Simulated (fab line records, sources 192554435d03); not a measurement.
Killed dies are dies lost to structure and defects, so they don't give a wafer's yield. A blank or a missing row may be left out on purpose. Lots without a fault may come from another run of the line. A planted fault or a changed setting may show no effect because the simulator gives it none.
Split-lot experiment | flow n5_finfet | 7 lots, 21 wafers read, on a route of 1938 steps

THE SPLIT
At N5_BEOL_M5_COAT_05 (resist thk 30 nm), the setting spin_rpm was moved away from the recipe's 1500 rpm on 9 of the 21 wafers read, by -11.3% to +5.1%. The other wafers ran this setting at the recipe's value.

FROM THE SPLIT TO THE READING: what the file shows between them, 2 steps
- N5_BEOL_M5_EBR_07
- N5_BEOL_M5_SOFTBAKE_06: time 60 s

THE READING
CAR-EUV_of_BEOL_M5_COAT_05.thk_nm (the simulator's own value, which no gauge read), in nm, at N5_BEOL_M5_DESCUM_16 (chemistry O2, time 7 s). The file gives no usual value for it. The 12 wafers here that ran the recipe average 26.0 nm, standard deviation 0.075 nm.

wafer  | tool, chamber at the split | spin_rpm as run, rpm | against the recipe | CAR-EUV_of_BEOL_M5_COAT_05.thk_nm, nm | against lot-mates on the recipe
L078.1 | litho_track-03, 0          | 1500                 | recipe             | 26.2                                  | -
L078.3 | litho_track-03, 0          | 1500                 | recipe             | 26.2                                  | -
L078.5 | litho_track-03, 0          | 1500                 | recipe             | 26                                    | -
L079.3 | litho_track-03, 0          | 1500                 | recipe             | 26                                    | -
L079.4 | litho_track-03, 0          | 1500                 | recipe             | 26                                    | -
L079.6 | litho_track-03, 0          | 1500                 | recipe             | 26                                    | -
L081.3 | litho_track-04, 0          | 1576                 | +5.1%              | 25.2                                  | -0.8
L081.4 | litho_track-04, 0          | 1500                 | recipe             | 26                                    | -
L081.6 | litho_track-04, 0          | 1576                 | +5.1%              | 25.4                                  | -0.6
L085.1 | litho_track-05, 0          | 1500                 | recipe             | 26                                    | -
L085.3 | litho_track-05, 0          | 1500                 | recipe             | 26                                    | -
L085.2 | litho_track-05, 0          | 1333                 | -11.1%             | 28                                    | +2.0
L089.1 | litho_track-03, 0          | 1394                 | -7.1%              | 27.4                                  | +1.4
L089.3 | litho_track-03, 0          | 1500                 | recipe             | 26                                    | -
L089.4 | litho_track-03, 0          | 1500                 | recipe             | 26                                    | -
L092.2 | litho_track-04, 0          | 1500                 | recipe             | 26                                    | -
L092.3 | litho_track-04, 0          | 1424                 | -5.1%              | 26.8                                  | +0.8
L092.5 | litho_track-04, 0          | 1424                 | -5.1%              | 26.8                                  | +0.8
L093.1 | litho_track-04, 0          | 1331                 | -11.3%             | 28                                    | no lot-mate on the recipe
L093.4 | litho_track-04, 0          | 1331                 | -11.3%             | 28                                    | no lot-mate on the recipe
L093.6 | litho_track-04, 0          | 1331                 | -11.3%             | 27.8                                  | no lot-mate on the recipe

THE FIT
A straight line over all 21 wafers: CAR-EUV_of_BEOL_M5_COAT_05.thk_nm changes by -0.167 nm for each +1% of spin_rpm; r = -0.99; the points scatter about the line by 0.1 nm.
The same after taking each lot's own level away (the mean of its wafers on the recipe; 18 wafers): -0.169 nm for each +1%; r = -0.99; scatter 0.095 nm.
On that fit, the largest move of spin_rpm shifts the reading by 1.9 nm.
The lots' own levels span 26.00 to 26.13 nm, that is 1.8 times the standard deviation above.
So the lot-to-lot level changes the slope little: the two slopes agree.
Check: with one of the wafers moved furthest among these (-11.1%) left out of the fit, the line predicts +1.84 nm for it against its lot-mates. It came out at +2 nm against them.

OTHER SPLITS ON THESE WAFERS
These wafers also went through other splits before the reading. Each is held against what the fit with the lots' levels taken away leaves over:
other split on the same wafers            | wafers away from the commonest value | r with CAR-EUV_of_BEOL_M5_COAT_05.thk_nm (lot level and that fit taken away)
N5_BEOL_M0_TRENCH_ETCH_107 target_depth_a | 6                                    | -0.21
N5_BEOL_M1_HM_DEP_02 target_thk_a         | 7                                    | +0.02
N5_BEOL_M1_COAT_61 spin_rpm               | 9                                    | +0.25
N5_BEOL_M2_ILD_DEP_00 time_s              | 5                                    | -0.06
N5_BEOL_M3_COAT_67 spin_rpm               | 6                                    | +0.19
N5_BEOL_M3_EXPOSE_25 dose_mj              | 9                                    | -0.38

THE WHOLE CHAIN: every reading that the file lists as answering this split, in the file's order
step                 | what it does           | reading                                                                            | change (the file's fit)               | r (the file's)
N5_BEOL_M5_COAT_05   | resist thk 30 nm       | CAR-EUV_of_BEOL_M5_COAT_05.thk_nm (the simulator's own value, which no gauge read) | -0.173 nm for each +1% of the setting | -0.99
N5_BEOL_M5_DESCUM_16 | chemistry O2, time 7 s | CAR-EUV_of_BEOL_M5_COAT_05.thk_nm (the simulator's own value, which no gauge read) | -0.177 nm for each +1% of the setting | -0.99

THE FILE'S OWN FIT
CAR-EUV_of_BEOL_M5_COAT_05.thk_nm changes by -0.177 nm for each +1% of spin_rpm, r = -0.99.
